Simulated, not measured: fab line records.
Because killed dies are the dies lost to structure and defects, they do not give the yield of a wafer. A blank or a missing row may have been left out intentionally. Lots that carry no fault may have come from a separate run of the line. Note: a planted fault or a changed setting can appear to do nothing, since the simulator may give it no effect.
Struck lot and sound lot, side by side / flow nand_harc / 15 steps out of a route of 1302
Sound: these wafers, L167.1, L167.2, L167.6. Struck: wafer L172.4; the same lot's L172.2 was not struck, so it is left out; see the end for the cause.
For every step that has rows: the tool of each side, followed by ch and its chambers, followed by its first start. Under that, the readings that differ: sound wafers / struck wafers / difference of the means / sigmas: that difference in standard deviations of wafers without a fault.
alike: a reading whose means differ by less than 2 such deviations, as well as words and numbers matching on both sides. not compared: withheld readings; readings where some wafer has no value; bounds like >300 that might hide an equal value; numbers whose values overlap and for which the record gives no deviation.
Wherever a step has rows on one side only, a row that says differs or no value, or a row with sigmas, the two part there. When numbers do not overlap yet have no deviation, they are printed without sigmas and do not part them. A reading that every wafer of one side lacks parts them only if that side has two wafers or more.

first, 2 steps without rows for these wafers: NHARC_A_CONTACT_ETCH_118 (etches the open film in C4F8/O2/Ar, time 190 s, target depth 1850 nm); NHARC_A_CONTACT_ETCH_119 (etches the open film in C4F8/O2/Ar, time 190 s, target depth 1850 nm).
NHARC_A_CONTACT_ETCH_120: etches the open film in C4F8/O2/Ar, time 190 s, target depth 1850 nm.
  sound on har_cap_etch-02 ch 0,1, day 24 17:11; struck on har_cap_etch-02 ch 0, day 26 22:53
  not compared: rf_hours_counter_h
NHARC_A_CONTACT_ETCH_121: etches the open film in C4F8/O2/Ar, time 190 s, target depth 1850 nm.
  sound on har_cap_etch-02 ch 0,1, day 24 17:21; struck on har_cap_etch-02 ch 0, day 26 23:03
  not compared: rf_hours_counter_h
then, 1 step without rows for these wafers: NHARC_A_CONTACT_ETCH_122 (etches the open film in C4F8/O2/Ar, time 190 s, target depth 1850 nm).
NHARC_A_CONTACT_ETCH_123: etches the open film in C4F8/O2/Ar, time 490 s, target depth 2110 nm.
  sound on har_cap_etch-02 ch 0,1, day 24 17:41; struck on har_cap_etch-02 ch 0, day 26 23:24
  not compared: rf_hours_counter_h
then, 1 step without rows for these wafers: NHARC_A_CONTACT_ETCH_90 (etches the open film in CH3F/O2, target depth 40 nm, time 85.7 s).
NHARC_A_CONTACT_ETCH_96: etches the open film in C4F6/O2, target depth 20 nm, time 10 s.
  sound on rie_diel-10 ch 0,2; struck on rie_diel-10 ch 2
reading=oes_product_au (a.u.); sound=1.02 1.01 1.02; struck=0.93; difference=-0.09; sigmas=-3
  alike: bias_w, c4f6_flow_sccm, drypump_motor_current_A, rf_vpp_V, showerhead_plenum_p_Torr, throttle_valve_pct
  not compared: rf_hours_counter_h
NHARC_A_CONTACT_CD_MEAS_53:
  sound on cd_sem-03 at day 24 18:53; struck on cd_sem-01 at day 27 00:35
  alike: cd_nm
then, 3 steps without rows for these wafers: NHARC_A_CONTACT_STRIP_99 (strips in N2/H2); NHARC_A_CONTACT_STRIP_100 (strips in CF4/CHF3); NHARC_A_CONTACT_STRIP_101 (strips in O2/COS).
NHARC_A_CONTACT_ETCH_102: etches the open film in CF4/O2, target depth 100 nm, overetch 10 nm, time 55 s.
  sound on rie_diel-10 ch 2,3, day 24 19:11; struck on rie_diel-10 ch 1, day 27 00:53
reading=oes_product_au (a.u.); sound=1.011 1.009 1.005; struck=0.918; difference=-0.090; sigmas=-8
reading=showerhead_plenum_p_Torr (Torr); sound=1.24 1.27 1.24; struck=1.37; difference=+0.12; sigmas=+2
  alike: bias_w, drypump_motor_current_A, rf_vpp_V, throttle_valve_pct
  not compared: rf_hours_counter_h
NHARC_A_CONTACT_STRIP_55: strips in O2.
  sound on rie_diel-10 ch 0,2,3; struck on rie_diel-10 ch 2
reading=oes_product_au (a.u.); sound=1.025 1.000 1.017; struck=0.985; difference=-0.029; sigmas=-2
  alike: drypump_motor_current_A, rf_vpp_V, showerhead_plenum_p_Torr, throttle_valve_pct
  not compared: rf_hours_counter_h
NHARC_END_SORT_01:
  the record has rows for the sound wafers here (prober-02 ch 0, day 27 11:32) and none for the struck ones

== WHERE THEY PART ==
Last at NHARC_END_SORT_01 as far as this record goes, first at NHARC_A_CONTACT_ETCH_96.

WHY: what the simulator had put in
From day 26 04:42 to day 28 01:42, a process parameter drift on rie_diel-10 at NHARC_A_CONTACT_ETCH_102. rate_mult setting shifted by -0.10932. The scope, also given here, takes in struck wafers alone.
